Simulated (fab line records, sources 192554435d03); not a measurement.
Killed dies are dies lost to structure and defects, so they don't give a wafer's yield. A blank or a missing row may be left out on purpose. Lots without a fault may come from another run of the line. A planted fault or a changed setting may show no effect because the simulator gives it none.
A struck lot beside a sound one | flow n5_finfet | 16 steps out of a route of 1938
Sound: wafers L597.1, L597.4, L597.5. Struck: wafers L606.1, L606.2, L606.4. The cause comes at the end.
At each step with rows: each side's tool, then ch and its chambers, then its first start. Under that, the readings that differ: sound wafers | struck wafers | difference of the means | sigmas: that difference in standard deviations of wafers without a fault.
alike: readings whose means differ by less than 2 such deviations, and words and numbers that are the same on both sides. not compared: withheld readings, readings that some wafer has no value for, bounds like >300 that may hide the same value, and numbers for which the record gives no deviation and whose values overlap.
The two part at a step that has a row with sigmas, a row that says differs or no value, or rows on one side only. Numbers that don't overlap but have no deviation are shown without sigmas and don't part them. A reading that every wafer of one side lacks parts them only if that side has two wafers or more.

first, 4 steps without rows for these wafers: N5_HKMG_FIN_SOFTBAKE_44 (time 60 s); N5_HKMG_FIN_EXPOSE_46 (exposes mask NDIPOLE); N5_HKMG_FIN_PEB_47 (peb time 60 s); N5_HKMG_FIN_DEVELOP_48 (develop time 30 s).
N5_HKMG_FIN_CD_MEAS_49: target cd 202 nm.
  sound on cd_sem-02 ch 0, day 5 16:19; struck on cd_sem-03 ch 0, day 7 22:37
  alike: cd_nm
N5_HKMG_FIN_OVL_MEAS_50:
  sound on overlay-02 ch 0, day 5 16:20; struck on overlay-02 ch 0, day 7 22:38
  alike: NDIPOLE_OVL
N5_HKMG_FIN_INSPECT_61: inspects for defects (macro).
  sound on defect_inspect-01, day 5 16:22; struck on defect_inspect-01, day 7 22:40
  alike: raw_defect_count
N5_HKMG_FIN_DESCUM_53: chemistry O2, time 7.9 s.
  sound on rie_diel-01 ch 0,2,3, day 5 16:25; struck on rie_diel-02 ch 1,2,3, day 7 23:00
  alike: drypump_motor_current_A, oes_product_au, rf_fwd_power_W, rf_vpp_V, showerhead_plenum_p_Torr, throttle_valve_pct
  not compared: rf_hours_counter_h
N5_HKMG_FIN_ETCH_54: etches SiARC in CF4, target depth 45.5 nm, time 75.8 s.
  sound on rie_diel-01 ch 0,2,3, day 5 16:27; struck on rie_diel-02 ch 1,2,3, day 7 23:02
  alike: cf4_flow_sccm, drypump_motor_current_A, etch_rf_on_time_s, oes_product_au, rf_fwd_power_W, rf_vpp_V, showerhead_plenum_p_Torr, throttle_valve_pct
  not compared: rf_hours_counter_h
N5_HKMG_FIN_ETCH_55: etches SOC in N2/H2, target depth 240 nm, time 300 s.
  sound on rie_diel-01 ch 0,2,3, day 5 16:30; struck on rie_diel-02 ch 1,2,3, day 7 23:05
  alike: drypump_motor_current_A, oes_product_au, rf_fwd_power_W, rf_vpp_V, showerhead_plenum_p_Torr, throttle_valve_pct
  not compared: rf_hours_counter_h
then, 1 step without rows for these wafers: N5_HKMG_FIN_STRIP_56 (strips in N2/H2).
N5_HKMG_FIN_STRIP_57: strips in CF4.
  sound on rie_diel-01 ch 0,2,3, day 5 16:42; struck on rie_diel-02 ch 1,2,3, day 7 23:17
  alike: cf4_flow_sccm, drypump_motor_current_A, oes_product_au, rf_vpp_V, showerhead_plenum_p_Torr, throttle_valve_pct
  not compared: rf_fwd_power_W, rf_hours_counter_h
N5_HKMG_FIN_ETCH_58: etches SOC in N2/H2, target depth 215.8 nm, time 741 s.
  sound on rie_diel-01 ch 0,2,3, day 5 16:43; struck on rie_diel-02 ch 1,2,3, day 7 23:18
  reading                                   | sound             | struck               | difference | sigmas
  rf_fwd_power_W (W)                        | 867.9 877.1 877.5 | 1081.9 1084.3 1083.4 | +209.0     | +80
  rf_vpp_V (V)                              | 98.8 99.1 99.9    | 91.7 92.8 91.5       | -7.3       | -9
  model.SOC_of_HKMG_FIN_COAT_41.thk_nm (nm) | 81.8 80.8 84      | 41.4 43.4 41.2       | -40.2      |
  model.HKMG_FIN.feature_depth_nm (nm)      | 218.8 220.2 215.8 | 259.2 256.8 260.2    | +40.5      |
  model.etch.depth_nm (nm)                  | 218.9 220.2 215.8 | 259.1 256.9 260.1    | +40.4      |
  alike: drypump_motor_current_A, oes_product_au, showerhead_plenum_p_Torr, throttle_valve_pct
  not compared: rf_hours_counter_h
N5_HKMG_FIN_STRIP_93: strips SOC in N2/H2, time 20 s.
  sound on rie_diel-01 ch 0,2,3, day 5 17:08; struck on rie_diel-02 ch 1,2,3, day 7 23:44
  reading                                   | sound          | struck       | difference | sigmas
  model.SOC_of_HKMG_FIN_COAT_41.thk_nm (nm) | 71.4 70.4 73.6 | 31 33.2 30.8 | -40        |
  alike: drypump_motor_current_A, oes_product_au, rf_fwd_power_W, rf_vpp_V, showerhead_plenum_p_Torr, throttle_valve_pct
  not compared: rf_hours_counter_h
then, 1 step without rows for these wafers: N5_HKMG_FIN_WET_ETCH_76 (etches Al2O3 in dNH4OH, stops on La2O3, target depth 2.25 nm, rinse time 30 s).
-- the record jumps here: 4 days lie between the struck wafers' starts before and after (it left off in module HKMG_FIN and takes up again in module BEOL_M4, whose first step shown is number 1111 of the route) --
N5_BEOL_M4_RC_MEAS_101:
  sound on prober-02 ch 0, day 9 03:50; struck on prober-01 ch 0, day 11 15:34
  reading       | sound       | struck      | difference | sigmas
  ION_N (uA/um) | 690 694 692 | 677 673 659 | -22        | -2
  ION_P (uA/um) | 480 472 478 | 465 461 454 | -17        | -2
  alike: DIBL_N, DIBL_P, IOFF_N, IOFF_P, SS_N, SS_P, VT_N, VT_P

WHERE THEY PART
First at N5_HKMG_FIN_ETCH_58; last, within this record, at N5_BEOL_M4_RC_MEAS_101.

WHY: what the simulator had put in
Process parameter drift: rie_diel-02, from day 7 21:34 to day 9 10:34, at N5_HKMG_FIN_ETCH_58. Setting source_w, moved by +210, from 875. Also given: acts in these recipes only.
